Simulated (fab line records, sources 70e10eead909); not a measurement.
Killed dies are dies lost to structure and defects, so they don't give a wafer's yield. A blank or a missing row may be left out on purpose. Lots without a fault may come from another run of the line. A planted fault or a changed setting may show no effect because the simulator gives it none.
fab line records | flow nand_harc
record lots=12 wafers=36 last_day=24
route steps=1159 shown A_CONTACT@941 HYBRID_BOND@1094 THIN_TSV@1130 END@1159
lots that met no fault: from a run of the same line without faults
start_h: hours from the record's first day to the start of the lot's first wafer shown | wait_h: hours since the lot's step before | " the same as in the row above | L1.1+2: a row that stands for several wafers | - no value, or no start given | * or withheld: withheld | < > ~ a bound
route shown NAME@n: a module of which the file shows steps, and the number in the route of the first | usual: mean/standard deviation of fault-free wafers | same: alike in all rows | chamber/n: place in a boat | sites: the reading at each site | _std_site: their standard deviation | _edge_site: outer sites' mean less inner sites' | radius_mm: how far each site lies from the wafer's centre | mask NAME#n: copy n | behind: the tool/chamber that last shaped the wafer | hold: why the lot was held/for how many hours/how that ended | device: the transistor (n, p or np) that didn't switch | end of line: the same wafers' tests at the end of the route | a step without rows: its recipe alone | killed: dies lost to structure and defects at the first sort, not the wafer's yield | map: a wafer's dies, x killed, . not, _ none there
set.NAME: the setting as run; set.NAME@STEP: as run at that earlier step | model.NAME: the simulator's own value behind a step, which no gauge read
steps of the route over a sample of lots; a table a step, a row a wafer
services: from which hour (start_h, from the record's first day; less than 0 if before it) a tool's chamber was out of use, for how many hours, and why
## steps
# step NHARC_A_CONTACT_ETCH_30
# recipe target_depth_a=605 time_s=30.2 cf4_flow_sccm=100 chf3_flow_sccm=30 ar_flow_sccm=0 rf_w=500 bias_w=200 chemistry=CF4/CHF3
# usual drypump_motor_current_A=5.76/0.28 oes_product_au=0.933/0.018 rf_vpp_V=371.6/1.9 showerhead_plenum_p_Torr=1.61/0.057 throttle_valve_pct=16.802/0.0095
# columns lot.wafer tool chamber start_h wait_h drypump_motor_current_A oes_product_au rf_hours_counter_h rf_vpp_V showerhead_plenum_p_Torr throttle_valve_pct
L522.4 rie_diel-10 2 376.02 - 6.04 0.925 2 371.9 1.62 16.810
L522.6 " 1 " " 5.63 0.933 - 371.6 1.57 16.798
L522.5 " 2 " " 6.07 0.934 - 372.0 1.62 16.804
L523.2 rie_diel-10 0 389.23 - 5.30 0.921 6 373.9 1.65 16.812
L523.4 " 2 " " 6.02 0.931 6 370.6 1.62 16.808
L523.6 " 1 " " 5.64 0.930 - 370.4 1.57 16.806
L524.1 rie_diel-07 1 390.33 - 5.58 0.921 54 366.3 1.47 16.792
L524.2 " 2 " " 6.02 0.926 50 366.7 1.49 16.785
L524.6 " 0 " " 6.28 0.931 - 373.7 1.69 16.789
L528.2 rie_diel-10 1 400.82 - 5.64 0.923 10 370.2 1.56 16.795
L528.3 " 2 " " 6.06 0.911 10 372.0 1.62 16.801
L528.6 " 0 " " 5.32 0.913 - 373.4 1.65 16.808
L527.3 rie_diel-10 2 401.78 - 6.04 0.936 10 371.4 1.62 16.803
L527.1 " 0 " " 5.29 0.924 10 374.3 1.65 16.789
L527.6 " 2 " " 6.04 0.936 - 372.8 1.62 16.803
L539.4 rie_diel-07 2 485.24 - 6.03 0.951 25 366.5 1.48 16.793
L539.6 " 3 " " 5.71 0.948 - 372.6 1.59 16.799
L539.5 " 0 " " 6.26 0.945 - 374.8 1.68 16.810
L540.2 rie_diel-10 3 486.63 - 5.89 0.918 25 373.7 1.66 16.800
L540.3 " 0 " " 5.33 0.919 26 372.4 1.65 16.807
L540.6 " 3 " " 5.90 0.917 - 374.2 1.66 16.821
L542.3 rie_diel-07 2 512.86 - 6.02 0.918 37 368.0 1.48 16.802
L542.2 " 3 " " 5.69 0.920 34 371.2 1.59 16.795
L542.4 " 1 " " 5.59 0.923 32 366.9 1.46 16.807
L543.2 rie_diel-07 0 515.83 - 6.24 0.916 40 373.4 1.67 16.803
L543.1 " 1 " " 5.59 0.919 34 365.5 1.46 16.806
L543.3 " 2 " " 6.03 0.917 39 368.1 1.48 16.802
L541.4 rie_diel-10 1 522.07 - 5.60 0.975 35 369.1 1.56 16.805
L541.1 " 2 " " 6.00 0.976 32 371.9 1.61 16.799
L541.3 " 3 " " 5.85 0.954 32 373.4 1.66 16.787
L544.2 rie_diel-03 0 524.62 - 5.48 0.929 45 369.6 1.58 16.806
L544.5 " 2 " " 5.77 0.933 - 369.8 1.58 16.810
L544.6 " 3 " " 6.06 0.928 - 370.8 1.59 16.802
L545.1 rie_diel-07 2 527.91 - 6.02 0.925 42 368.7 1.48 16.819
L545.3 " 1 " " 5.60 0.934 37 368.9 1.46 16.823
L545.5 " 2 " " 6.04 0.927 - 366.9 1.48 16.806
# step NHARC_HYBRID_BOND_ACTIVATE_00
# recipe time_s=60 n2_flow_sccm=200 ar_flow_sccm=0 bias_power_w=0 chemistry=N2
# usual drypump_motor_current_A=5.6/0.43 oes_product_au=1.002/0.0078 rf_vpp_V=64.1/0.89 showerhead_plenum_p_Torr=1.76/0.082
# columns lot.wafer tool chamber start_h wait_h drypump_motor_current_A oes_product_au rf_hours_counter_h rf_vpp_V showerhead_plenum_p_Torr
L522.4 rie_diel-12 2 399.36 0.1 6.1 1.011 1 65.3 1.70
L522.5 " 2 " " 6.0 1.009 - 63.0 1.69
L522.6 " 3 " " 4.8 1.015 - 65.7 1.76
L523.4 rie_diel-12 2 413.89 0.1 6.1 0.999 3 64.5 1.69
L523.2 " 3 " " 4.9 1.002 3 62.8 1.76
L523.6 " 1 " " 5.6 1.006 - 64.3 1.85
L524.1 rie_diel-02 1 414.73 0.1 5.4 1.015 29 63.2 1.64
L524.2 " 3 " " 5.0 1.003 30 64.1 1.67
L524.6 " 2 " " 5.4 0.991 - 63.6 1.64
L528.2 rie_diel-12 3 424.27 0.1 4.9 1.006 4 65.8 1.76
L528.3 " 0 " " 5.6 1.007 4 65.7 1.82
L528.6 " 2 " " 6.1 1.000 - 63.8 1.69
L527.1 rie_diel-12 2 425.03 0.1 6.1 1.009 4 64.5 1.69
L527.3 " 0 " " 5.7 1.015 4 63.8 1.82
L527.6 " 1 " " 5.6 1.017 - 64.2 1.85
L539.4 rie_diel-02 2 514.77 0.1 5.4 0.989 - 66.0 1.92
L539.6 " 2 " " 5.3 0.995 - 64.8 1.92
L539.5 " 1 " " 5.4 1.003 - 64.4 1.92
L540.3 rie_diel-12 3 517.78 0.1 4.8 0.993 12 63.9 1.75
L540.2 " 0 " " 5.7 1.002 12 63.5 1.82
L540.6 " 2 " " 6.1 0.999 - 63.9 1.69
L542.3 rie_diel-12 0 534.06 0.1 5.7 0.996 13 64.4 1.82
L542.4 " 1 " " 5.6 1.005 14 65.0 1.85
L542.2 " 3 " " 4.8 0.996 13 63.1 1.75
L543.2 rie_diel-07 2 539.07 0.1 6.0 1.006 46 63.5 1.65
L543.3 " 3 " " 5.7 0.995 43 64.6 1.79
L543.1 " 0 " " 6.3 0.991 48 65.3 1.89
L541.4 rie_diel-12 0 546.54 0.1 5.7 1.012 14 65.6 1.81
L541.1 " 1 " " 5.5 1.005 15 63.4 1.85
L541.3 " 2 " " 6.1 1.005 16 63.9 1.69
L544.2 rie_diel-12 1 548.55 0.1 5.6 1.010 16 65.0 1.85
L544.5 " 3 " " 4.8 0.997 - 65.7 1.75
L544.6 " 0 " " 5.7 1.006 - 65.0 1.81
L545.1 rie_diel-07 3 552.88 0.1 5.7 0.991 47 63.3 1.78
L545.3 " 1 " " 5.6 1.000 46 64.5 1.63
L545.5 " 0 " " 6.2 0.982 - 64.3 1.88
# step NHARC_THIN_TSV_PVD_51
# recipe target_thk_a=1000 chamber_pressure_pa=5 material=Cu
# usual throttle_valve_pct=29.7/1
# columns lot.wafer tool chamber start_h wait_h throttle_valve_pct
L522.4 pvd_sputter-02 - - - 30.9
L522.5 " - " " 31.1
L522.6 " - " " 30.5
L523.2 pvd_sputter-03 - - - 30.5
L523.4 " - " " 28.0
L523.6 " - " " 28.4
L524.1 pvd_sputter-02 - - - 31.2
L524.2 " - " " 30.4
L524.6 " - " " 30.7
L528.2 pvd_sputter-01 - - - 30.2
L528.3 " - " " 30.1
L528.6 " - " " 30.0
L527.3 pvd_sputter-02 - - - 29.8
L527.1 " - " " 28.6
L527.6 " - " " 28.5
L539.4 pvd_sputter-03 - - - 27.7
L539.5 " - " " 29.0
L539.6 " - " " 30.4
L540.3 pvd_sputter-01 - - - 28.9
L540.2 " - " " 31.3
L540.6 " - " " 29.0
L542.2 pvd_sputter-01 - - - 31.1
L542.3 " - " " 30.7
L542.4 " - " " 29.5
L543.2 pvd_sputter-02 - - - 30.1
L543.1 " - " " 28.5
L543.3 " - " " 30.3
L541.4 pvd_sputter-02 - - - 29.8
L541.3 " - " " 27.9
L541.1 " - " " 30.5
L544.2 pvd_sputter-01 - - - 29.5
L544.5 " - " " 29.0
L544.6 " - " " 30.6
L545.3 pvd_sputter-02 - - - 31.2
L545.1 " - " " 30.5
L545.5 " - " " 29.8
# step NHARC_THIN_TSV_CMP_21
# recipe t_overpolish_s=30 target_thk_nm=2000
# usual edge_zone_pressure_frac=1.000/0.0045 motor_current_A=11.9/1.3 overpolish_run_s=29.999/0.0085
# columns lot.wafer tool chamber start_h wait_h edge_zone_pressure_frac motor_current_A overpolish_run_s
L522.4 cmp-01 0 420.02 - 0.999 13.2 29.999
L522.5 " 1 " " 1.002 12.5 29.998
L522.6 " 2 " " 0.997 11.8 29.993
L523.4 cmp-01 3 430.03 - 0.992 11.1 30.015
L523.2 " 1 " " 1.011 12.2 29.984
L523.6 " 0 " " 0.999 12.8 30.004
L524.1 cmp-02 2 431.08 - 0.997 11.7 29.999
L524.2 " 1 " " 0.998 13.1 29.997
L524.6 " 2 " " 0.996 11.2 30.013
L528.3 cmp-02 3 438.63 - 0.999 10.6 30.014
L528.2 " 0 " " 1.006 10.3 30.004
L528.6 " 3 " " 0.998 11.2 30.003
L527.3 cmp-03 2 441.74 - 0.995 12.8 30.004
L527.1 " 1 " " 0.998 11.2 30.007
L527.6 " 2 " " 0.998 12.6 29.999
L539.4 cmp-03 0 531.69 - 1.011 14.5 30.000
L539.5 " 2 " " 1.002 12.3 29.994
L539.6 " 3 " " 1.001 12.0 29.996
L540.2 cmp-02 3 532.88 - 1.002 10.5 29.992
L540.3 " 1 " " 0.989 13.5 29.997
L540.6 " 2 " " 1.001 11.4 30.005
L542.3 cmp-03 1 552.07 - 1.002 11.0 29.989
L542.4 " 2 " " 1.009 12.5 30.004
L542.2 " 0 " " 0.999 15.0 29.999
L543.2 cmp-01 0 556.05 - 0.998 13.5 29.988
L543.3 " 1 " " 1.000 11.9 29.990
L543.1 " 3 " " 1.000 10.6 29.992
L541.4 cmp-03 0 563.57 - 1.005 15.1 30.008
L541.1 " 1 " " 0.998 10.8 29.981
L541.3 " 2 " " 1.005 12.5 29.990
L544.2 cmp-02 0 566.63 - 1.000 9.7 30.000
L544.6 " 3 " " 0.996 10.8 29.999
L544.5 " 0 " " 0.997 10.3 29.998
L545.1 cmp-03 2 569.79 - 0.999 12.3 30.008
L545.3 " 0 " " 1.000 14.8 30.017
L545.5 " 2 " " 0.997 12.2 29.987
# step NHARC_END_SORT_01
# recipe temp_c=25
# usual killed_at_array=28/12 killed_at_other=0.8/1.1 killed_at_periphery=3.6/2.3 killed_dies=32/12 killed_open=3.4/1.9 killed_short=2.0/1.3
# same gross_dies=677
# columns lot.wafer tool chamber start_h wait_h killed_at_array killed_at_other killed_at_periphery killed_dies killed_open killed_short
L527.1 prober-01 0 456.56 2.5 27 0 4 31 5 2
L527.3 prober-01 0 458.15 3.1 77 0 3 80 4 3
L527.6 prober-01 0 460.53 4.0 79 0 0 79 3 1
L528.2 prober-02 0 457.24 2.8 27 0 2 29 5 0
L528.3 prober-02 0 458.04 3.1 71 0 3 74 5 2
L528.6 prober-02 0 460.44 4.0 17 0 3 20 2 2
# killed by level:class
L527.1 A_CHANNEL_HOLE_D1:chamber_film_flake=20 A_CONTACT:geometric_particle:open=2 A_ONON_D1:geometric_particle:short=1 P_M0:geometric_particle:short=1 P_M0:geometric_particle:open=1 A_SGD_CUT:geometric_particle:open=1 A_BLC:geometric_particle:open=1 P_STI:chamber_film_flake=1
L528.2 A_CONTACT:chamber_film_flake=10 A_SLIT:chamber_film_flake=8 A_STAIRCASE:chamber_film_flake=3 A_CHANNEL_HOLE_D1:chamber_film_flake=2 P_GATE:geometric_particle:open=1 A_SOURCE_PLATE:geometric_particle:open=1 A_ONON_D1:geometric_particle:open=1 A_CHANNEL_FILL_D1:geometric_particle:open=1
L528.3 A_CONTACT:unspecified=50 A_SLIT:chamber_film_flake=10 A_CONTACT:chamber_film_flake=4 A_CONTACT:geometric_particle:open=2 A_STAIRCASE:chamber_film_flake=2 P_STI:geometric_particle:short=1 P_GATE:geometric_particle:open=1 P_M1:geometric_particle:open=1
L527.3 A_CONTACT:unspecified=51 A_CHANNEL_HOLE_D1:chamber_film_flake=17 A_CONTACT:chamber_film_flake=5 P_CONTACT:geometric_particle:short=1 P_M0:geometric_particle:short=1 P_M2:geometric_particle:open=1 A_ONON_D1:geometric_particle:short=1 A_CHANNEL_FILL_D1:geometric_particle:open=1
L528.6 A_SLIT:chamber_film_flake=7 A_CONTACT:chamber_film_flake=5 A_CHANNEL_HOLE_D1:chamber_film_flake=2 P_GATE:geometric_particle:short=1 P_CONTACT:geometric_particle:open=1 P_CONTACT:geometric_particle:short=1 A_CONTACT:geometric_particle:open=1 A_CHANNEL_FILL_D1:chamber_film_flake=1
L527.6 A_CONTACT:unspecified=54 A_CHANNEL_HOLE_D1:chamber_film_flake=14 A_CONTACT:chamber_film_flake=5 A_STAIRCASE:chamber_film_flake=2 A_ONON_D1:geometric_particle:open=1 A_CHANNEL_FILL_D1:geometric_particle:open=1 A_WL_FILL:geometric_particle:open=1 A_M0:geometric_particle:short=1
## services
# columns tool chamber start_h hours kind
rie_diel-10 - 353.58 9.0 pm
cmp-03 - 354.41 2.7 repair
pvd_sputter-02 - 370.83 3.6 repair
rie_diel-07 2 373.39 6.5 repair
cmp-02 - 375.16 2.0 repair
rie_diel-12 - 379.43 9.0 pm
pvd_sputter-02 - 392.02 10.0 pm
rie_diel-07 - 405.37 9.0 pm
cmp-02 - 422.61 4.0 pm
pvd_sputter-01 - 428.68 8.1 repair
rie_diel-07 3 433.76 4.1 repair
cmp-03 - 450.01 4.0 pm
cmp-02 - 455.61 1.2 repair
cmp-03 - 473.17 1.1 repair
rie_diel-07 3 473.35 6.6 repair
rie_diel-10 2 490.97 14.2 repair
pvd_sputter-01 - 514.02 10.0 pm
rie_diel-12 2 515.41 1.7 repair
rie_diel-07 0 521.92 3.5 repair
rie_diel-10 - 530.58 9.0 pm
rie_diel-07 2 543.84 3.9 repair
cmp-03 - 548.01 4.0 pm
rie_diel-12 - 556.43 9.0 pm
rie_diel-07 1 557.04 1.4 repair
## key
first_sign step=NHARC_END_SORT_01 reading=killed_at_array direction=up sigmas=4.1 usual=28 struck=76
effect step=NHARC_END_SORT_01 reading=killed_dies direction=up sigmas=4 usual=32 struck=78
more_kills_born_at NHARC_A_CONTACT_ETCH_30@rie_diel-10=155
met_at NHARC_A_CONTACT_ETCH_30
struck_lots L527,L528
struck_wafers L527.3,L527.6,L528.3
tester_left_out L527,L528
not_acting_at NHARC_HYBRID_BOND_ACTIVATE_00,NHARC_THIN_TSV_PVD_51,NHARC_THIN_TSV_CMP_21
onset_between 389.23 400.82
fault kind=chamber_particle_source tool=rie_diel-10 chamber=2 onset_h=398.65 steps=NHARC_A_CONTACT_ETCH_30 rate_per_visit_cm2=0.39156 end_h=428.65
# tester_left_out: of these lots the tester's yield and bins aren't shown, on N5 and GAA mostly nor the transistor test; their killed dies are dies lost to structure and defects alone, not to doping, threshold or leakage, so they don't give the yield
